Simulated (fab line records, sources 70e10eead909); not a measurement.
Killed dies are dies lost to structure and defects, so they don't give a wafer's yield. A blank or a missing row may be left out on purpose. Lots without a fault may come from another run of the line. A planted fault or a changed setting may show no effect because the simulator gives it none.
fab line records | flow nand_harc
record lots=6 wafers=18 last_day=34
route steps=1302 shown P_GATE@171
lots that met no fault: from a run of the same line without faults
start_h: hours from the record's first day to the start of the lot's first wafer shown | wait_h: hours since the lot's step before | " the same as in the row above | L1.1+2: a row that stands for several wafers | - no value, or no start given | * or withheld: withheld | < > ~ a bound
route shown NAME@n: a module of which the file shows steps, and the number in the route of the first | usual: mean/standard deviation of fault-free wafers | same: alike in all rows | chamber/n: place in a boat | sites: the reading at each site | _std_site: their standard deviation | _edge_site: outer sites' mean less inner sites' | radius_mm: how far each site lies from the wafer's centre | mask NAME#n: copy n | behind: the tool/chamber that last shaped the wafer | hold: why the lot was held/for how many hours/how that ended | device: the transistor (n, p or np) that didn't switch | end of line: the same wafers' tests at the end of the route | a step without rows: its recipe alone | killed: dies lost to structure and defects at the first sort, not the wafer's yield | map: a wafer's dies, x killed, . not, _ none there
set.NAME: the setting as run; set.NAME@STEP: as run at that earlier step | model.NAME: the simulator's own value behind a step, which no gauge read
lots at some steps of the route; a table a step, a row a wafer
services: from which hour (start_h, from the record's first day; less than 0 if before it) a tool's chamber was out of use, for how many hours, and why
## steps
# step NHARC_P_GATE_HARDBAKE_47
# recipe temp_c=125 time_s=80
# step NHARC_P_GATE_DESCUM_48
# recipe time_s=3 o2_flow_sccm=200 ar_flow_sccm=0 bias_power_w=0 chemistry=O2
# usual drypump_motor_current_A=5.6/0.52 o2_flow_sccm=200.0/0.53 oes_product_au=1.000/0.0093 rf_vpp_V=58.1/0.87 showerhead_plenum_p_Torr=1.97/0.081 throttle_valve_pct=11.312/0.0091
# columns lot.wafer tool chamber start_h wait_h drypump_motor_current_A o2_flow_sccm oes_product_au rf_hours_counter_h rf_vpp_V showerhead_plenum_p_Torr throttle_valve_pct
L726.3 rie_diel-05 1 135.50 - 5.1 200.6 1.019 4.1 59.2 2.05 11.313
L726.5 " 1 " " 5.1 199.7 1.015 - 56.2 2.06 11.331
L726.6 " 2 " " 5.7 199.6 1.005 - 58.9 2.06 11.316
L732.4 rie_diel-10 3 198.54 - 5.2 199.4 0.996 9.6 57.8 2.05 11.324
L732.1 " 2 " " 5.0 200.1 1.006 6.8 56.3 2.05 11.323
L732.6 " 0 " " 6.7 200.6 0.995 - 57.6 1.90 11.321
L731.3 rie_diel-05 0 199.28 - 5.9 199.8 1.005 7.4 57.6 1.93 11.294
L731.2 " 2 " " 5.7 200.2 0.997 6.4 59.7 2.06 11.319
L731.1 " 3 " " 6.2 199.8 0.994 6.3 59.8 2.03 11.319
L738.3 rie_diel-10 0 252.02 - 6.7 200.3 1.011 0 56.7 1.90 11.314
L738.5 " 3 " " 5.2 200.3 0.988 - 57.6 2.05 11.325
L738.6 " 0 " " 6.7 200.2 1.020 - 57.2 1.90 11.316
L739.2 rie_diel-05 3 270.39 - 6.2 201.0 1.000 1.8 58.9 2.03 11.300
L739.5 " 1 " " 5.1 200.9 0.991 - 58.9 2.05 11.319
L739.6 " 2 " " 5.7 200.3 0.997 - 57.5 2.06 11.307
L746.4 rie_diel-08 1 344.40 - 6.2 199.1 1.003 6.0 55.9 1.94 11.313
L746.2 " 0 " " 5.1 200.4 1.002 6.4 57.9 1.85 11.297
L746.6 " 1 " " 6.2 200.1 0.990 - 57.1 1.94 11.323
# step NHARC_P_GATE_IMPLANT_49
# recipe energy_kev=30 dose_cm2=3e+15 tilt_deg=7
# step NHARC_P_GATE_STRIP_111
# recipe power_w=1500 temp_c=110 time_s=250 chemistry=N2/H2
# usual drypump_motor_current_A=5.1/0.34 heater_power_w=88/3.9
# columns lot.wafer tool chamber start_h wait_h drypump_motor_current_A heater_power_w rf_hours_counter_h
L726.3 plasma_asher-01 1 135.97 0.2 5.1 85 -
L726.5 " 1 " " 5.1 86 -
L726.6 " 0 " " 4.9 82 -
L732.1 plasma_asher-02 0 198.95 0.2 5.9 90 22
L732.4 " 0 " " 5.9 88 -
L732.6 " 0 " " 5.9 90 -
L731.1 plasma_asher-01 1 199.65 0.2 5.1 88 4
L731.2 " 0 " " 5.0 85 4
L731.3 " 1 " " 5.1 87 -
L738.3 plasma_asher-01 1 252.57 0.3 5.1 87 -
L738.5 " 0 " " 4.9 84 -
L738.6 " 1 " " 5.0 89 -
L739.2 plasma_asher-01 0 270.73 0.2 4.9 85 21
L739.6 " 0 " " 5.0 87 -
L739.5 " 1 " " 5.0 88 -
L746.2 plasma_asher-02 0 344.82 0.2 5.9 95 16
L746.4 " 0 " " 5.9 94 -
L746.6 " 0 " " 5.9 93 -
# step NHARC_P_GATE_STRIP_75
# recipe power_w=1500 temp_c=250 chemistry=O2
# usual drypump_motor_current_A=5.1/0.34 heater_power_w=328/15
# columns lot.wafer tool chamber start_h wait_h drypump_motor_current_A heater_power_w rf_hours_counter_h
L726.3 plasma_asher-01 1 136.19 0.2 5.1 321 -
L726.5 " 1 " " 5.1 309 -
L726.6 " 0 " " 5.0 297 -
L732.1 plasma_asher-02 0 199.22 0.2 5.9 330 23
L732.4 " 0 " " 6.0 322 -
L732.6 " 0 " " 5.9 335 -
L731.1 plasma_asher-01 1 199.95 0.2 5.1 330 4
L731.2 " 0 " " 4.9 312 4
L731.3 " 1 " " 5.1 327 -
L738.3 plasma_asher-01 1 252.76 0.1 5.1 332 -
L738.5 " 0 " " 5.0 323 -
L738.6 " 1 " " 5.1 329 -
L739.2 plasma_asher-01 0 271.03 0.3 4.9 326 21
L739.6 " 0 " " 5.0 308 -
L739.5 " 1 " " 5.0 337 -
L746.2 plasma_asher-02 0 345.08 0.2 5.9 356 16
L746.4 " 0 " " 5.9 358 -
L746.6 " 0 " " 5.9 340 -
# step NHARC_P_GATE_STRIP_50
# recipe time_s=900 temp_c=130 chemistry=SPM
# step NHARC_P_GATE_DEHYDRATE_51
# recipe temp_c=150 time_s=120
# step NHARC_P_GATE_HMDS_52
# recipe time_s=30
# step NHARC_P_GATE_COAT_53
# recipe spin_rpm=3000
# step NHARC_P_GATE_SOFTBAKE_54
# recipe temp_c=122 time_s=95
# step NHARC_P_GATE_EBR_55
# step NHARC_P_GATE_EXPOSE_56
# recipe na=0.6 target_cd_nm=720 dose_mj=14.81 mask_id=P_PSD
# step NHARC_P_GATE_PEB_57
# recipe peb_temp_c=118 peb_time_s=85
# usual chill_plate_temp_C=23.01/0.11 exhaust_pa=44.9/0.84
# columns lot.wafer tool chamber start_h wait_h chill_plate_temp_C exhaust_pa
L726.3 litho_track-07 0 136.88 0.1 22.81 44.8
L726.5 " 0 " " 22.88 44.3
L726.6 " 0 " " 23.04 44.8
L732.1 litho_track-05 - 200.04 0.1 - -
L732.4 " - " " - -
L732.6 " - " " - -
L731.1 litho_track-05 - 200.78 0.1 - -
L731.2 " - " " - -
L731.3 " - " " - -
L738.3 litho_track-05 0 253.56 0.1 22.96 45.1
L738.5 " 0 " " 23.10 46.8
L738.6 " 0 " " 23.08 45.0
L739.2 litho_track-02 0 271.87 0.1 23.12 45.7
L739.5 " 0 " " 23.06 43.9
L739.6 " 0 " " 23.09 44.5
L746.2 litho_track-05 0 345.90 0.1 22.93 44.7
L746.4 " 0 " " 22.96 44.9
L746.6 " 0 " " 23.08 45.2
# step NHARC_P_GATE_DEVELOP_58
# recipe time_s=70
## services
# columns tool chamber start_h hours kind
litho_track-05 - 124.00 7.0 pm
rie_diel-08 3 144.36 9.3 repair
rie_diel-08 2 149.44 7.8 repair
rie_diel-08 1 158.60 9.4 repair
plasma_asher-01 - 165.20 9.0 pm
plasma_asher-01 0 165.20 9.0 vent_cycle
plasma_asher-01 1 165.20 9.0 vent_cycle
plasma_asher-01 0 174.20 - clean
plasma_asher-01 1 174.20 - clean
rie_diel-08 - 190.80 9.0 pm
rie_diel-05 3 203.81 5.2 repair
rie_diel-10 1 216.80 14.7 repair
litho_track-02 - 227.00 7.0 pm
rie_diel-05 - 230.28 9.0 pm
rie_diel-10 - 242.50 9.0 pm
plasma_asher-02 - 249.32 9.0 pm
plasma_asher-02 0 249.32 9.0 vent_cycle
litho_track-07 - 251.00 7.0 pm
plasma_asher-02 - 285.55 1.2 repair
litho_track-05 - 299.00 7.0 pm
rie_diel-10 2 342.09 7.5 repair
plasma_asher-01 - 342.20 9.0 pm
plasma_asher-01 0 342.20 9.0 vent_cycle
plasma_asher-01 1 342.20 9.0 vent_cycle
## key
first_sign step=NHARC_P_GATE_PEB_57 reading=tool_record direction=missing
effect none on later readings
met_at NHARC_P_GATE_PEB_57
struck_wafers L731.1,L731.2,L731.3,L732.1,L732.4,L732.6
later_rows_left_out L731.1,L731.2,L731.3,L732.1,L732.4,L732.6
sort_left_out L731.1,L731.2,L731.3,L732.1,L732.4,L732.6
tester_left_out L731,L732
fault kind=skipped_step_whole tool=litho_track-05 chamber=- onset_h=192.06 steps=NHARC_P_GATE_PEB_57 scope=struck_lots_only
# tester_left_out: of these lots the tester's yield and bins aren't shown, on N5 and GAA mostly nor the transistor test; their killed dies are dies lost to structure and defects alone, not to doping, threshold or leakage, so they don't give the yield
# sort_left_out: the simulated sort isn't trusted on such a fault, so these wafers' sort isn't shown, and their yield isn't known
# later_rows_left_out: the simulator's readings of these wafers behind a module that went badly wrong aren't trusted and aren't shown, but for the sort
